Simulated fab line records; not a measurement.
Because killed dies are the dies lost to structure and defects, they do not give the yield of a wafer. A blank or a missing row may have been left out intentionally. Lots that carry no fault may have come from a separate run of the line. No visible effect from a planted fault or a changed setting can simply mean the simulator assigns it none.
Chamber matching || flow nand_harc || 4 sister chambers for NHARC_A_STAIRCASE_ETCHBACK_422 on rie_diel-08
The step etches the open film in CH3F/O2, target depth 40 nm, time 74.286 s. 8 wafers are shown with their chamber, then 10 later ones without.

## WAFERS PAIRED WITH THEIR CHAMBERS
{"wafer": "L078.1", "chamber": 1, "drypump_motor_current_A (A)": 5.6, "showerhead_plenum_p_Torr (Torr)": 2.54}
{"wafer": "L085.3", "chamber": 0, "drypump_motor_current_A (A)": 5.3, "showerhead_plenum_p_Torr (Torr)": 2.48}
{"wafer": "L085.5", "chamber": 3, "drypump_motor_current_A (A)": 5.8, "showerhead_plenum_p_Torr (Torr)": 2.41}
{"wafer": "L088.1", "chamber": 0, "drypump_motor_current_A (A)": 5.4, "showerhead_plenum_p_Torr (Torr)": 2.48}
{"wafer": "L088.4", "chamber": 2, "drypump_motor_current_A (A)": 5.6, "showerhead_plenum_p_Torr (Torr)": 2.39}
{"wafer": "L088.6", "chamber": 3, "drypump_motor_current_A (A)": 5.8, "showerhead_plenum_p_Torr (Torr)": 2.40}
{"wafer": "L087.1", "chamber": 1, "drypump_motor_current_A (A)": 5.6, "showerhead_plenum_p_Torr (Torr)": 2.52}
{"wafer": "L087.4", "chamber": 2, "drypump_motor_current_A (A)": 5.6, "showerhead_plenum_p_Torr (Torr)": 2.39}

## WAFERS WITH NO CHAMBER GIVEN
{"wafer": "L087.6", "drypump_motor_current_A (A)": 5.4, "showerhead_plenum_p_Torr (Torr)": 2.47}
{"wafer": "L093.2", "drypump_motor_current_A (A)": 5.6, "showerhead_plenum_p_Torr (Torr)": 2.38}
{"wafer": "L093.4", "drypump_motor_current_A (A)": 5.6, "showerhead_plenum_p_Torr (Torr)": 2.52}
{"wafer": "L093.5", "drypump_motor_current_A (A)": 5.6, "showerhead_plenum_p_Torr (Torr)": 2.52}
{"wafer": "L097.1", "drypump_motor_current_A (A)": 5.6, "showerhead_plenum_p_Torr (Torr)": 2.51}
{"wafer": "L097.2", "drypump_motor_current_A (A)": 5.8, "showerhead_plenum_p_Torr (Torr)": 2.39}
{"wafer": "L097.5", "drypump_motor_current_A (A)": 5.4, "showerhead_plenum_p_Torr (Torr)": 2.46}
{"wafer": "L097.3", "drypump_motor_current_A (A)": 5.4, "showerhead_plenum_p_Torr (Torr)": 2.46}
{"wafer": "L097.4", "drypump_motor_current_A (A)": 5.6, "showerhead_plenum_p_Torr (Torr)": 2.38}
{"wafer": "L097.6", "drypump_motor_current_A (A)": 5.8, "showerhead_plenum_p_Torr (Torr)": 2.39}

## EACH ONE'S CHAMBER
{"wafer": "L087.6", "from the rows above": 0, "in truth": 0}
{"wafer": "L093.2", "from the rows above": 2, "in truth": 2}
{"wafer": "L093.4", "from the rows above": 1, "in truth": 1}
{"wafer": "L093.5", "from the rows above": 1, "in truth": 1}
{"wafer": "L097.1", "from the rows above": 1, "in truth": 1}
{"wafer": "L097.2", "from the rows above": 3, "in truth": 3}
{"wafer": "L097.5", "from the rows above": 0, "in truth": 0}
{"wafer": "L097.3", "from the rows above": 0, "in truth": 0}
{"wafer": "L097.4", "from the rows above": 2, "in truth": 2}
{"wafer": "L097.6", "from the rows above": 3, "in truth": 3}
Placed correctly: 10 of 10. Can't be placed from these rows: 0. Wrongly placed: 0.
How it was worked out, from the rows above alone: a wafer's distance from a chamber is the root of the sum, over the readings, of the square of ((its reading less the chamber's mean) divided by the reading's scatter). The wafer belongs to the nearest chamber; if the next one is less than 2 further off, it can't be placed. A chamber's mean is the mean of its shown wafers. How the scatter is found: for the shown wafers, subtract from each reading the mean of its chamber, square and add these, divide the total by (wafers less chambers), then take the root.
